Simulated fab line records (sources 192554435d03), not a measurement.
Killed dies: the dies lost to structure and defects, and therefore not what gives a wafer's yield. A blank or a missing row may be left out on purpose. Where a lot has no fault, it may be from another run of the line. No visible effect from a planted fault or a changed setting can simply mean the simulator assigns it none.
Split-lot study	flow n5-finfet	7 lots, 39 wafers read, on a route of 1938 steps

== THE SPLIT ==
At N5_BEOL_M11_TRENCH_ETCH_37 (etches SiCOH lowk in C4F6/O2, target depth 148.83 nm, time 48 s), the setting target-depth-a was moved away from the recipe's 1488.3 angstrom on 15 of the 39 wafers read, by -58.5% to +58.4%. The other wafers ran this setting at the recipe's value.

== FROM THE SPLIT TO THE READING: what the file shows between them, 8 steps ==
- N5_BEOL_M11_ETCH_41: etches SiCN in CH3F/O2, target depth 42.6 nm, time 86 s
- N5_BEOL_M11_STRIP_77: strips in N2/H2, time 10 s
- N5_BEOL_M11_OCD_MEAS_38
- N5_BEOL_M11_HM_STRIP_39: strips TiN in peroxide tin strip, target depth 25 nm, time 158 s
- N5_BEOL_M11_SRD_40: time 30 s
- N5_BEOL_M11_ECD_50: material Cu, target thk 318 nm
- N5_BEOL_M11_ANNEAL_51: time 90 s
- N5_BEOL_M11_CMP_52: polishes, stops on SiCOH lowk, t overpolish 7 s, target thk 140 nm

== THE READING ==
M11_THK, in nm, at N5_BEOL_M11_THK_MEAS_53 (measures by xrf). Fault-free wafers of this fab line usually give 142.3 nm, standard deviation 2.4 nm.

wafer	tool, chamber at the split	target-depth-a as run, angstrom	against the recipe	M11_THK, nm	against lot-mates on the recipe
L074.1	rie-diel-01, 1	617.4	-58.5%	55.2	-89.4
L074.2	rie-diel-01, 0	617.4	-58.5%	55.0	-89.6
L074.3	rie-diel-01, 2	617.4	-58.5%	57.2	-87.4
L074.4	rie-diel-01, 3	1488.3	recipe	145.3	-
L074.5	rie-diel-01, 3	1488.3	recipe	143.9	-
L074.6	rie-diel-01, 0	1488.3	recipe	144.6	-
L077.1	rie-diel-03, 1	1488.3	recipe	139.2	-
L077.2	rie-diel-03, 3	2357	+58.4%	236.1	+95.0
L077.3	rie-diel-03, 2	2357	+58.4%	229.0	+87.9
L077.4	rie-diel-03, 2	1488.3	recipe	139.8	-
L077.5	rie-diel-03, 1	2357	+58.4%	227.7	+86.6
L077.6	rie-diel-03, 3	1488.3	recipe	144.4	-
L079.1	rie-diel-01, 0	1488.3	recipe	145.1	-
L079.2	rie-diel-01, 2	1488.3	recipe	145.9	-
L079.3	rie-diel-01, 1	1488.3	recipe	142.8	-
L079.4	rie-diel-01, 3	1488.3	recipe	143.1	-
L079.5	rie-diel-01, 1	1488.3	recipe	142.8	-
L079.6	rie-diel-01, 0	1488.3	recipe	145.6	-
L081.1	rie-diel-01, 1	1488.3	recipe	143.1	-
L081.2	rie-diel-01, 2	1488.3	recipe	146.1	-
L081.3	rie-diel-01, 0	983.7	-33.9%	94.1	-50.4
L081.4	rie-diel-01, 3	1488.3	recipe	144.3	-
L081.5	rie-diel-01, 0	983.7	-33.9%	92.2	-52.3
L081.6	rie-diel-01, 3	983.7	-33.9%	90.7	-53.8
L083.2	rie-diel-02, 2	1488.3	recipe	142.9	-
L083.5	rie-diel-02, 2	1488.3	recipe	142.2	-
L083.6	rie-diel-02, 1	1488.3	recipe	144.2	-
L088.1	rie-diel-03, 0	618	-58.5%	53.3	-87.5
L088.2	rie-diel-03, 2	618	-58.5%	51.9	-88.9
L088.3	rie-diel-03, 1	1488.3	recipe	140.2	-
L088.4	rie-diel-03, 3	618	-58.5%	55.1	-85.7
L088.5	rie-diel-03, 0	1488.3	recipe	138.9	-
L088.6	rie-diel-03, 3	1488.3	recipe	143.4	-
L090.1	rie-diel-02, 3	1888	+26.9%	180.5	+39.6
L090.2	rie-diel-02, 2	1888	+26.9%	180.1	+39.2
L090.3	rie-diel-02, 0	1888	+26.9%	178.3	+37.4
L090.4	rie-diel-02, 1	1488.3	recipe	140.9	-
L090.5	rie-diel-02, 2	1488.3	recipe	140.7	-
L090.6	rie-diel-02, 1	1488.3	recipe	141.0	-

FIT RESULTS
A straight line over all 39 wafers: M11_THK changes by +1.5 nm for each +1% of target-depth-a; r = +1.00; the points scatter about the line by 2.4 nm.
The same after taking each lot's own level away (the mean of its wafers on the recipe; 39 wafers): +1.51 nm for each +1%; r = +1.00; scatter 1.8 nm.
Per that fit: largest target-depth-a move, reading shift of 89 nm.
Across the lots, their own levels run from 140.83 to 144.60 nm, a range of 1.6 times the standard deviation given above.
So the lot-to-lot level changes the slope little: the two slopes agree.
Check: -88.6 nm against its lot-mates is what the line predicts for one of the wafers moved furthest among these (-58.5%) when that wafer is left out of the fit. Against them it came out at -89.4 nm.

== THE WHOLE CHAIN: every reading that the file lists as answering this split, in the file's order ==
step	what it does	reading	change (the file's fit)	r (the file's)
N5_BEOL_M11_TRENCH_ETCH_37	etches SiCOH lowk in C4F6/O2, target depth 148.83 nm, time 48 s	BEOL_M11.feature-depth-nm (the simulator's own value, which no gauge read)	+1.5 nm for each +1% of the setting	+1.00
N5_BEOL_M11_TRENCH_ETCH_37	etches SiCOH lowk in C4F6/O2, target depth 148.83 nm, time 48 s	etch.depth-nm (the simulator's own value, which no gauge read)	+1.5 nm for each +1% of the setting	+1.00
N5_BEOL_M11_TRENCH_ETCH_37	etches SiCOH lowk in C4F6/O2, target depth 148.83 nm, time 48 s	TiN_of_BEOL_M11_HM_DEP_02.thk-nm (the simulator's own value, which no gauge read)	-0.0409 nm for each +1% of the setting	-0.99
N5_BEOL_M11_OCD_MEAS_38		trench-depth-nm	+1.5 nm for each +1% of the setting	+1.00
N5_BEOL_M11_CMP_52	polishes, stops on SiCOH lowk, t overpolish 7 s, target thk 140 nm	Cu_of_BEOL_M11_ECD_50.thk-nm (the simulator's own value, which no gauge read)	+1.49 nm for each +1% of the setting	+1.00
N5_BEOL_M11_THK_MEAS_53	measures by xrf	M11_THK	+1.51 for each +1% of the setting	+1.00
N5_BEOL_M11_RS_MEAS_57	measures by four-point-probe	M11_RS	not straight: 0.4477 at the lowest setting, 0.1499 at the recipe, 0.0895 at the highest	not given

== THE FILE'S OWN FIT ==
M11_THK changes by +1.51 nm for each +1% of target-depth-a, r = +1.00.
